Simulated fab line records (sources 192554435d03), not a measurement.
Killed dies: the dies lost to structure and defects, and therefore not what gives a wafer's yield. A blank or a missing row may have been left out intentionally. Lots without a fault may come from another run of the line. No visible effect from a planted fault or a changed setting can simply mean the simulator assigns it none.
Comparing a struck lot with a sound one / flow n5 finfet / 37 steps out of a route of 1938
Sound: wafers L436.1, L436.2, L436.4. Wafers L431.1, L431.2, L431.4 were the ones struck. At the end, the cause is stated.
At each step with rows: each side's tool, then ch and its chambers, then its first start. Under that, the readings that differ: sound wafers / struck wafers / difference of the means / sigmas: that difference in standard deviations of wafers without a fault.
alike: same words and numbers on both sides, and readings whose means sit less than 2 such deviations apart. not compared: any withheld reading, any reading some wafer has no value for, any bound like >300 that may hide the same value, and any number with overlapping values for which the record gives no deviation.
Wherever a step has rows on one side only, a row that says differs or no value, or a row with sigmas, the two part there. Numbers that don't overlap but have no deviation are shown without sigmas and don't part them. A reading missing from all wafers of one side parts the sides only when that side holds two or more wafers.

first, 9 steps without rows for these wafers: N5_BEOL_M4_ANNEAL_95 (time 240 s); N5_BEOL_M4_SPUTTER_96 (material Cu, target thk 4.5 nm, time 8.29 s); N5_BEOL_M4_ECD_50 (material Cu, target thk 300 nm); N5_BEOL_M4_ANNEAL_51 (time 90 s); N5_BEOL_M4_CMP_52 (polishes, stops on SiOC, t overpolish 6.8 s, target thk 40 nm); N5_BEOL_M4_PRE_CLEAN_60 (time 15 s); N5_BEOL_M4_CO_CAP_55 (material Co, precursor CCTBA/H2, target thk 2 nm, time 102.1 s); N5_BEOL_M4_PRE_CLEAN_56 (time 15 s); N5_BEOL_M4_DEP_57 (deposits SiCN from 3MS/NH3, target thk 8 nm, time 14 s).
N5_BEOL_M4_RC_MEAS_101:
  sound on prober-02 ch 0, day 14 05:03; struck on prober-02 ch 0, day 13 12:16
reading=VT_P (mV); sound=-256 -254 -259; struck=-247 -247 -248; difference=+9; sigmas=+2
  alike: DIBL_N, DIBL_P, IOFF_N, IOFF_P, ION_N, ION_P, SS_N, SS_P, VT_N
then, 24 steps without rows for these wafers: N5_BEOL_M5_ILD_DEP_00 (deposits SiCOH lowk from DEMS/porogen, target thk 140.64 nm, time 25.9 s); N5_BEOL_M5_CURE_79 (cures SiCOH lowk, time 240 s); N5_BEOL_M5_PECVD_70 (deposits SiO2 from TEOS/O2, target thk 16 nm, time 18 s); N5_BEOL_M5_HM_DEP_02 (deposits TiN, target thk 20 nm); N5_BEOL_M5_COAT_59 (time 60 s, resist thk 60 nm); N5_BEOL_M5_COAT_60 (time 60 s, resist thk 12 nm); N5_BEOL_M5_COAT_71 (time 60 s, resist thk 5 nm); N5_BEOL_M5_COAT_05 (resist thk 30 nm); N5_BEOL_M5_EBR_07; N5_BEOL_M5_SOFTBAKE_06 (time 60 s); N5_BEOL_M5_EXPOSE_08 (exposes mask M5, target cd 28 nm); N5_BEOL_M5_PEB_09 (peb time 60 s); N5_BEOL_M5_DEVELOP_10 (develop time 30 s); N5_BEOL_M5_DESCUM_16 (chemistry O2, time 7 s); N5_BEOL_M5_ETCH_72 (etches underlayer in N2/H2, target depth 6.5 nm, time 5.2 s); N5_BEOL_M5_ETCH_61 (etches SiARC in CF4, target depth 15.6 nm, time 26 s); N5_BEOL_M5_ETCH_62 (etches SOC in N2/H2, target depth 75 nm, overetch 15 nm, time 112.5 s); N5_BEOL_M5_STRIP_63 (strips in N2/H2); N5_BEOL_M5_STRIP_73 (strips in N2/H2); N5_BEOL_M5_STRIP_64 (strips in CF4); N5_BEOL_M5_HM_OPEN_17 (chemistry Cl2/BCl3, target TiN, target depth 20 nm, overetch 6 nm); N5_BEOL_M5_STRIP_19 (strips in O2); N5_BEOL_M5_COAT_65 (time 60 s, resist thk 60 nm); N5_BEOL_M5_COAT_66 (time 60 s, resist thk 12 nm).
-- here the record skips 2 days between the struck wafers' starts before and after, leaving off in module BEOL_M5 and picking up in module BEOL_M9 (first step shown: number 1440 of the route) --
N5_BEOL_M9_ETCH_66: etches SOC in N2/H2, target depth 80 nm, overetch 16 nm, time 120 s.
  sound on rie diel-01 ch 0,1,3, day 16 11:51; struck on rie diel-01 ch 0,3, day 15 12:54
  no value came back on the struck wafers for any of 8 readings (bias w (W), chamber pressure mTorr (mTorr) and others); on the sound wafers bias w (W) reads 150.1 149.3 149.7
reading=model.CAR-EUV_of_BEOL_M9_COAT_22.thk nm (nm); sound=0 0 0; struck=11.2 11.4 11.2; difference=+11.3; sigmas=
reading=model.SiARC_of_BEOL_M9_COAT_64.thk nm (nm); sound=6.4 6 6; struck=12 12 12; difference=+6; sigmas=
reading=model.underlayer_of_BEOL_M9_COAT_75.thk nm (nm); sound=0 0 0; struck=5 5 5; difference=+5; sigmas=
N5_BEOL_M9_VIA_ETCH_34: etches SiCOH lowk in C4F6/O2, target depth 182.4 nm, time 68.4 s.
  sound on rie diel-01 ch 0,1,3, day 16 11:57; struck on rie diel-01 ch 0,3, day 15 13:00
reading=oes product au (a.u.); sound=0.82 0.86 1.00; struck=0.31 0.31 0.32; difference=-0.58; sigmas=-6
  alike: C4F6_flow_sccm, O2_flow_sccm, drypump motor current A, rf vpp V, showerhead plenum p Torr, throttle valve pct
  not compared: rf hours counter h
-- record jumps: 2 days separate the struck wafers' starts on either side; left off in module BEOL_M9, taken up again in module PASSIVATION, whose first shown step is the route's number 1936 --
N5_PASSIVATION_PROBE_49:
  record: rows for the struck wafers here (prober-02, day 18 00:22), none for the sound ones

== WHERE THEY PART ==
Earliest at N5_BEOL_M4_RC_MEAS_101; latest, in this record, at N5_PASSIVATION_PROBE_49.

WHY: what had been put in by the simulator
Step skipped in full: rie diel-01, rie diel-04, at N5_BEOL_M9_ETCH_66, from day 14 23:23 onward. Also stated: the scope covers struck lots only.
